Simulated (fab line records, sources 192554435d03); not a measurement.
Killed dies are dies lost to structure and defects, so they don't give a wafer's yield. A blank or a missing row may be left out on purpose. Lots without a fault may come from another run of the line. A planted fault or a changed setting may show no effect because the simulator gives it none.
Problem report in the 8D (eight disciplines) form, filled by code | flow n5_finfet | the parts of the form that need people (team, actions taken, sign-off) are left out

1. THE PROBLEM
spin_speed_rpm at N5_BEOL_M11_COAT_63 reads a mean of 1566.1 rpm on 6 wafers of 2 lots; wafers without a fault read 1500.0 rpm with a standard deviation of 1. That is +66 standard deviations from the usual mean.
The step: time 60 s, resist thk 100 nm.
First seen on wafer L613.2, day 15 03:13, on litho_track-01. The record holds 33 wafers of 11 lots with a number at this step. Rule for "out", or "out of limits": more than 4 standard deviations from the usual mean. The other wafers with a number count as sound.

2. WHAT IT IS AND WHAT IT IS NOT
question                    | is                     | is not
which readings at this step | spin_speed_rpm         | -
which lots                  | L613, L615             | L596, L599, L601, L604, L605, L612, L616, L617, L619
which wafers of those lots  | all that have a number | -
read on which tools         | litho_track-01         | litho_track-02, litho_track-04
when                        | from day 15 03:13      | up to then (18 sound wafers); but 9 sound wafers of L616, L617, L619 came after

3. SUSPECTS, AND WHAT RULES EACH OUT
Counting: a tool at a process step up to the reading stays a suspect if it ran every lot that is out and no sound lot after the first of them.
- litho_track-01 at N5_BEOL_M11_COAT_63 (time 60 s, resist thk 100 nm): kept. It ran every lot that is out, first L613 (day 15 03:13), and no sound lot after that; its last sound lot up to then is L612 (day 14 17:40). Its own readings are out on those wafers: spin_speed_rpm.
Left after counting: litho_track-01 at N5_BEOL_M11_COAT_63.

4. THE CAUSE (what the simulator had put in)
Process parameter drift: litho_track-01, from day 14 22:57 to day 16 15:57, at N5_BEOL_M11_COAT_63. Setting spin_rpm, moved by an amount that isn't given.
Counting left only this tool.

5. THE CHAIN OF EFFECTS, in route order
Each row: a reading whose mean over the struck wafers that have a number lies more than 3 standard deviations from the usual. Only readings for which the record gives a usual standard deviation are gone through. hours: the time from each lot's start at the first step in this table that gives one to its start at this step, as a median over the lots. sigmas: the change in usual standard deviations.
hours | step                | reading        | usual      | on struck wafers | change | sigmas
0     | N5_BEOL_M11_COAT_63 | spin_speed_rpm | 1500.0 rpm | 1566.1           | +66.1  | +66
The process steps in it:
- N5_BEOL_M11_COAT_63: time 60 s, resist thk 100 nm.

6. WHAT WOULD HAVE CAUGHT IT SOONER
In this record the first reading out of limits was taken at day 15 03:13, 4 hours after the fault began at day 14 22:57.
